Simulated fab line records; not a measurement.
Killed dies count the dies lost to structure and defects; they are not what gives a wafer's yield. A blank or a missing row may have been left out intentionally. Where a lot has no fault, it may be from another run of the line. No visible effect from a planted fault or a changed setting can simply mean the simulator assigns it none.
Lot-split experiment ; flow n5Finfet ; route with 1938 steps; 7 lots, 39 wafers read

THE SPLIT ITSELF
At N5_BEOL_M11_ETCH_66 (etches SOC in N2/H2, target depth 120 nm, overetch 24 nm, time 180 s), the setting timeS was moved away from the recipe's 180 s on 12 of the 39 wafers read, by -48.3% to +22.1%. For the rest of the wafers, this setting stayed at what the recipe calls for.

The split's own step is where the reading is taken.

THE READING
SiARC_of_BEOL_M11_COAT_64.thkNm (the simulator's own value, which no gauge read), in nm, at N5_BEOL_M11_ETCH_66 (etches SOC in N2/H2, target depth 120 nm, overetch 24 nm, time 180 s). No usual value for it is given in the file. The 27 wafers here that ran the recipe average 22.8 nm, standard deviation 0.28 nm.

wafer;tool, chamber at the split;timeS as run, s;against the recipe;SiARC_of_BEOL_M11_COAT_64.thkNm, nm;against lot-mates on the recipe
L081.1;rieDiel-03, 0;96.31;-46.5%;26;+3.1
L081.2;rieDiel-03, 3;180;recipe;22.8;-
L081.3;rieDiel-03, 1;180;recipe;23.2;-
L081.4;rieDiel-03, 2;180;recipe;22.6;-
L081.5;rieDiel-03, 2;96.31;-46.5%;26;+3.1
L081.6;rieDiel-03, 3;96.31;-46.5%;26.2;+3.3
L082.1;rieDiel-03, 1;180;recipe;23.2;-
L082.2;rieDiel-03, 3;180;recipe;22.6;-
L082.3;rieDiel-03, 0;180;recipe;22.4;-
L082.4;rieDiel-03, 2;180;recipe;22.6;-
L082.5;rieDiel-03, 2;180;recipe;22.6;-
L082.6;rieDiel-03, 3;180;recipe;22.8;-
L083.1;rieDiel-03, 3;180;recipe;22.8;-
L083.2;rieDiel-03, 0;111;-38.3%;25.4;+2.5
L083.3;rieDiel-03, 2;180;recipe;22.6;-
L083.4;rieDiel-03, 1;111;-38.3%;26;+3.1
L083.5;rieDiel-03, 0;111;-38.3%;25.4;+2.5
L083.6;rieDiel-03, 1;180;recipe;23.4;-
L084.1;rieDiel-03, 1;180;recipe;23.2;-
L084.2;rieDiel-03, 3;180;recipe;22.6;-
L084.3;rieDiel-03, 2;180;recipe;22.6;-
L084.4;rieDiel-03, 0;180;recipe;22.4;-
L084.5;rieDiel-03, 2;180;recipe;22.6;-
L084.6;rieDiel-03, 1;180;recipe;23.2;-
L079.1;rieDiel-05, 3;180;recipe;22.2;-
L079.2;rieDiel-05, 0;180;recipe;22.6;-
L079.3;rieDiel-05, 2;93.05;-48.3%;26.2;+3.7
L079.4;rieDiel-05, 3;93.05;-48.3%;26;+3.5
L079.5;rieDiel-05, 0;93.05;-48.3%;26;+3.5
L079.6;rieDiel-05, 2;180;recipe;22.8;-
L086.1;rieDiel-06, 3;180;recipe;22.8;-
L086.5;rieDiel-06, 3;180;recipe;22.8;-
L086.6;rieDiel-06, 0;180;recipe;23;-
L093.1;rieDiel-05, 3;219.8;+22.1%;20.8;-2.0
L093.2;rieDiel-05, 0;219.8;+22.1%;21.2;-1.6
L093.3;rieDiel-05, 2;180;recipe;23;-
L093.4;rieDiel-05, 1;219.8;+22.1%;21.2;-1.6
L093.5;rieDiel-05, 0;180;recipe;22.8;-
L093.6;rieDiel-05, 3;180;recipe;22.6;-

THE FIT
A straight line over all 39 wafers: SiARC_of_BEOL_M11_COAT_64.thkNm changes by -0.0713 nm for each +1% of timeS; r = -0.98; the points scatter about the line by 0.27 nm.
The same after taking each lot's own level away (the mean of its wafers on the recipe; 39 wafers): -0.0717 nm for each +1%; r = -0.99; scatter 0.25 nm.
According to that fit, moving timeS by its largest amount changes the reading by 3.5 nm.
Across the lots, their own levels run from 22.53 to 22.93 nm, a range of 1.4 times the standard deviation given above.
The two slopes agree, so the slope changes little with the lot-to-lot level.
Check: with one of the wafers moved furthest among these (-48.3%) left out of the fit, the line predicts +3.41 nm for it against its lot-mates. Against them it came out at +3.67 nm.

FURTHER SPLITS ON THESE WAFERS
Note: prior to the reading, these wafers also went through further splits. Each is held against what the fit with the lots' levels taken away leaves over:
other split on the same wafers;wafers away from the commonest value;r with SiARC_of_BEOL_M11_COAT_64.thkNm (lot level and that fit taken away)
N5_BEOL_M10_ETCH_62 timeS;15;+0.22

THE WHOLE CHAIN: every reading that the file lists as answering this split, in the file's order
step;what it does;reading;change (the file's fit);r (the file's)
N5_BEOL_M11_ETCH_66;etches SOC in N2/H2, target depth 120 nm, overetch 24 nm, time 180 s;etch.depthNm (the simulator's own value, which no gauge read);+0.408 nm for each +1% of the setting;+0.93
N5_BEOL_M11_ETCH_66;etches SOC in N2/H2, target depth 120 nm, overetch 24 nm, time 180 s;SiARC_of_BEOL_M11_COAT_64.thkNm (the simulator's own value, which no gauge read);-0.0713 nm for each +1% of the setting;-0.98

FILE'S OWN FIT
SiARC_of_BEOL_M11_COAT_64.thkNm changes by -0.0713 nm for each +1% of timeS, r = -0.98.
